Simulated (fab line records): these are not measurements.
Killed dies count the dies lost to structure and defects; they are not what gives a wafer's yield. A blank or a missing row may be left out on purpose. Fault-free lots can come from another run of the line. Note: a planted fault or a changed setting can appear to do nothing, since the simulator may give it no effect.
A lot that was struck, set against a sound lot	flow n5 finfet	41 steps out of a route of 1938
Sound: these wafers, L352.3, L352.4, L352.6. Struck: wafers L368.2, L368.3, L368.6. At the end, the cause is stated.
Each step with rows lists, per side, the tool, then ch with its chambers, then its first start. Under that, the readings that differ: sound wafers	struck wafers	difference of the means	sigmas: that difference in standard deviations of wafers without a fault.
alike: a reading whose means differ by less than 2 such deviations, as well as words and numbers matching on both sides. not compared: withheld readings; readings where some wafer has no value; bounds like >300 that might hide an equal value; numbers whose values overlap and for which the record gives no deviation.
Wherever a step has rows on one side only, a row that says differs or no value, or a row with sigmas, the two part there. Numbers that don't overlap but have no deviation are shown without sigmas and don't part them. Lack of a reading on every wafer of one side parts them only where that side has two or more wafers.

first, 10 steps without rows for these wafers: N5_STI_FIN_REVEAL_PRECLEAN_18 (cleans in SC2, time 45 s); N5_STI_FIN_REVEAL_SRD_28 (time 30 s); N5_DUMMY_GATE_PRECLEAN_00 (cleans in O3/DIW, time 60 s); N5_DUMMY_GATE_SRD_01 (time 30 s); N5_DUMMY_GATE_ALD_02 (deposits SiO2, target thk 2 nm, pulse time 1 s); N5_DUMMY_GATE_CVD_03 (deposits a-Si from SiH4, target thk 150 nm, time 8042 s); N5_DUMMY_GATE_PRECLEAN_46 (cleans in DIW, time 89.5 s); N5_DUMMY_GATE_SRD_47 (dry time 32 s); N5_DUMMY_GATE_CMP_04 (polishes a-Si); N5_DUMMY_GATE_HM_DEP_06 (deposits SiNx from DCS/NH3, target thk 80 nm, time 5141 s).
N5_DUMMY_GATE_PECVD_30: deposits SiO2 from TEOS/O2, target thk 55 nm, time 10.8 s.
  sound on pecvd-04 ch 0,1, day 4 01:52; struck on pecvd-04 ch 1,2, day 8 03:02
then, 9 steps without rows for these wafers: N5_DUMMY_GATE_COAT_34 (time 60 s, resist thk 60 nm); N5_DUMMY_GATE_COAT_35 (time 60 s, resist thk 10 nm); N5_DUMMY_GATE_COAT_28 (time 60 s, resist thk 10 nm); N5_DUMMY_GATE_COAT_09 (resist thk 30 nm); N5_DUMMY_GATE_EBR_11; N5_DUMMY_GATE_SOFTBAKE_10 (time 60 s); N5_DUMMY_GATE_EXPOSE_12 (exposes mask GATE, target cd 25 nm); N5_DUMMY_GATE_PEB_13 (peb time 60 s); N5_DUMMY_GATE_DEVELOP_14 (develop time 30 s).
N5_DUMMY_GATE_INSPECT_17: inspects for defects (brightfield).
  sound: defect inspect-01 at day 4 02:17; struck: defect inspect-01 at day 8 03:35
reading	sound	struck	difference	sigmas
raw defect count	270 303 214	1229 1220 1145	+936	+19
then, 15 steps without rows for these wafers: N5_DUMMY_GATE_DESCUM_20 (chemistry O2, time 6.2 s); N5_DUMMY_GATE_ETCH_29 (etches underlayer in N2/H2, target depth 13 nm); N5_DUMMY_GATE_ETCH_36 (etches SiARC in CF4, target depth 13 nm); N5_DUMMY_GATE_ETCH_37 (etches SOC in N2/H2, target depth 60 nm, overetch 30 nm); N5_DUMMY_GATE_STRIP_38 (strips in N2/H2); N5_DUMMY_GATE_STRIP_39 (strips in N2/H2); N5_DUMMY_GATE_TRIM_49 (chemistry O2, time 29 s, target cd 14 nm); N5_DUMMY_GATE_STRIP_40 (strips in CF4); N5_DUMMY_GATE_ETCH_31 (etches SiO2 in C4F6/O2, target depth 82.5 nm, time 27.5 s); N5_DUMMY_GATE_STRIP_41 (strips in O2); N5_DUMMY_GATE_HM_OPEN_21 (chemistry CH3F/O2, target SiNx, target depth 120 nm, time 171.4 s); N5_DUMMY_GATE_ETCH_32 (etches SiO2 in CF4, target depth 3.5 nm, time 3.9 s); N5_DUMMY_GATE_ETCH_23 (etches poly-Si in HBr/Cl2/O2, target depth 41 nm, time 22.3 s); N5_DUMMY_GATE_ETCH_44 (etches poly-Si in HBr/O2, stops on SiO2, target depth 127.5 nm); N5_DUMMY_GATE_ETCH_42 (etches SiO2 in CHF3/O2, target depth 3.5 nm, time 31 s).
N5_DUMMY_GATE_INSPECT_27: inspects for defects (brightfield).
  sound: defect inspect-02 at day 4 03:31; struck: defect inspect-02 at day 8 04:56
reading	sound	struck	difference	sigmas
raw defect count	403 433 323	1328 1330 1257	+919	+13
N5_SPACER0_INSPECT_04: inspects for defects (darkfield).
  sound: defect inspect-02 at day 4 04:07; struck: defect inspect-02 at day 8 05:32
reading	sound	struck	difference	sigmas
raw defect count	174 138 136	1118 1132 1054	+952	+32
N5_SD_EPI_N_INSPECT_11: inspects for defects (macro).
  sound: defect inspect-01 at day 4 04:34; struck: defect inspect-02 at day 8 06:00
reading	sound	struck	difference	sigmas
raw defect count	0 2 1	>300 >300 >300	differs	
-- the record jumps here: 5 days lie between the struck wafers' starts before and after (it left off in module SD_EPI_N and takes up again in module BEOL_M4, whose first step shown is number 1111 of the route) --
N5_BEOL_M4_RC_MEAS_101:
  sound on prober-02 ch 0, day 8 15:10; struck on prober-02 ch 0, day 13 03:47
reading	sound	struck	difference	sigmas
IOFF_N (nA/um)	0.13 0.14 0.15	0.21 0.16 0.26	+0.07	+2
  alike: DIBL_N, DIBL_P, IOFF_P, ION_N, ION_P, SS_N, SS_P, VT_N, VT_P
-- the record jumps here: 4 days lie between the struck wafers' starts before and after (it left off in module BEOL_M4 and takes up again in module PASSIVATION, whose first step shown is number 1936 of the route) --
N5_PASSIVATION_PROBE_49:
  sound: prober-01 at day 13 01:37; struck: prober-01 at day 17 13:34
reading	sound	struck	difference	sigmas
defect limited yield (%)	91.9 93.4 90.9	85.2 82.3 83.0	-8.6	-6
killed at front end	43 34 39	110 156 140	+97	+10
killed dies	95 78 107	175 209 201	+102	+6
killed on rim	17 10 19	27 24 32	+12	+3
sort_bin_5_function (%)	5.3 4.2 5.8	7.5 10.8 10.4	+4.5	+5
sort_bin_6_memory (%)	2.5 1.9 3.0	4.4 3.8 3.6	+1.5	+2
sort n pass	1085 1102 1073	1005 971 978	-102	-6
sort yield pct (%)	91.9 93.4 90.9	85.2 82.3 82.9	-8.6	-6
  alike: killed_at_M0_to_M3, killed_at_M4_up, killed at contacts, killed at other, killed open, killed short, sort_bin_4_leakage

## WHERE THEY PART
Last at N5_PASSIVATION_PROBE_49 as far as this record goes, first at N5_DUMMY_GATE_INSPECT_17.

WHY: what the simulator had put in
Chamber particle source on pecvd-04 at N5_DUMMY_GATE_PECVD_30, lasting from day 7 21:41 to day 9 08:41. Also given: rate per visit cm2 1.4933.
